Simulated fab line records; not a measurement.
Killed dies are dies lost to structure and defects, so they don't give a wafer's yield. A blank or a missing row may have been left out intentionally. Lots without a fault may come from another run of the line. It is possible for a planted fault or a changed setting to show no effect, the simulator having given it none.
One fault seen from 3 desks -- flow n5-finfet -- each desk has only its own numbers; what lay behind them comes last

THE DEFECT DESK
Lot by lot, what the route's inspections counted, given as the mean of those sampled wafers with a number. Marked OUT: a lot whose mean sits more than 4 standard deviations from the usual mean, which makes it out of limits; the brackets give that distance.
Columns: A = raw-defect-count at N5_SD_EPI_N_INSPECT_26, usual 215
lot,first seen here,A
L146,day 5 11:30,209
L149,day 6 06:50,197
L156,day 7 22:46,245
L157,day 8 04:37,296
L159,day 8 16:30,199
L160,day 9 01:46,213
This desk's finding: nothing out of limits on any of the 6 lots.

THE METROLOGY DESK
What the gauges read for every lot (on any tool): the sampled wafers with a number, averaged. Marked OUT: a lot whose mean sits more than 4 standard deviations from the usual mean, which makes it out of limits; the brackets give that distance. Readings shown: 7 of its 11, picked as those furthest out on some lot.
Columns: A = DIBL_N at N5_BEOL_M4_RC_MEAS_101, usual 36.4 mV/V; B = DIBL_P at N5_BEOL_M4_RC_MEAS_101, usual 36.4 mV/V; C = IOFF_N at N5_BEOL_M4_RC_MEAS_101, usual 0.16 nA/um; D = ION_P at N5_BEOL_M4_RC_MEAS_101, usual 465 uA/um; E = SS_N at N5_BEOL_M4_RC_MEAS_101, usual 71.5 mV/dec; F = SS_P at N5_BEOL_M4_RC_MEAS_101, usual 73.2 mV/dec; G = VT_N at N5_BEOL_M4_RC_MEAS_101, usual 249 mV
lot,first seen here,A,B,C,D,E,F,G
L146,day 5 10:43,38.0,38.9,0.18,465,72.1,73.7,249
L149,day 6 06:17,36.6,35.0,0.15,459,71.8,72.6,249
L156,day 7 22:13,37.6,35.0,0.18,466,71.7,73.2,247
L157,day 8 04:03,37.8,38.5,0.23,460,72.6,73.9,245
L159,day 8 15:41,36.8,36.1,0.16,469,71.6,73.3,250
L160,day 9 01:13,36.9,36.3,0.16,465,71.5,73.5,250
This desk's finding: nothing out of limits on any of the 6 lots.

DESK OF THE TOOL OWNER: litho-track-04
The tool's own readings at N5_SD_EPI_P_COAT_34 (time 60 s, resist thk 350 nm): means of the sampled wafers that have a number, for each lot that ran on this tool. Marked OUT: a lot whose mean sits more than 4 standard deviations from the usual mean, which makes it out of limits; the brackets give that distance.
Columns: A = spin-speed-rpm at N5_SD_EPI_P_COAT_34, usual 1499.9 rpm
lot,first seen here,A
L146,day 5 11:32,1499.7
L149,day 6 06:52,1499.7
L156,day 7 22:48,1435.8 (-71) OUT
L159,day 8 16:32,1434.2 (-73) OUT
This desk finds L156, L159 out of limits, L156 being first, at day 7 22:48 (spin-speed-rpm at N5_SD_EPI_P_COAT_34). L146, L149: within limits.

ALL TOGETHER
The tool owner's desk could have raised an alarm at day 7 22:48, on L156, L159.
Nothing the defect desk looked at was out of limits.
Nothing out of limits was seen by the metrology desk.
The defect desk has L156, L159 on record, within its limits.
The metrology desk has L156, L159 on record, within its limits.
Of the lots named, all ran N5_SD_EPI_P_COAT_34 on litho-track-04.

WHAT HAD BEEN PUT IN BY THE SIMULATOR
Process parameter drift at N5_SD_EPI_P_COAT_34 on litho-track-04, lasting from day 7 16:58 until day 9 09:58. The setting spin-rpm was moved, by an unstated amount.
Struck lots among those shown: L156, L159.
Hours from the fault's start to each desk's first reading out of limits: the tool owner's desk, 6.
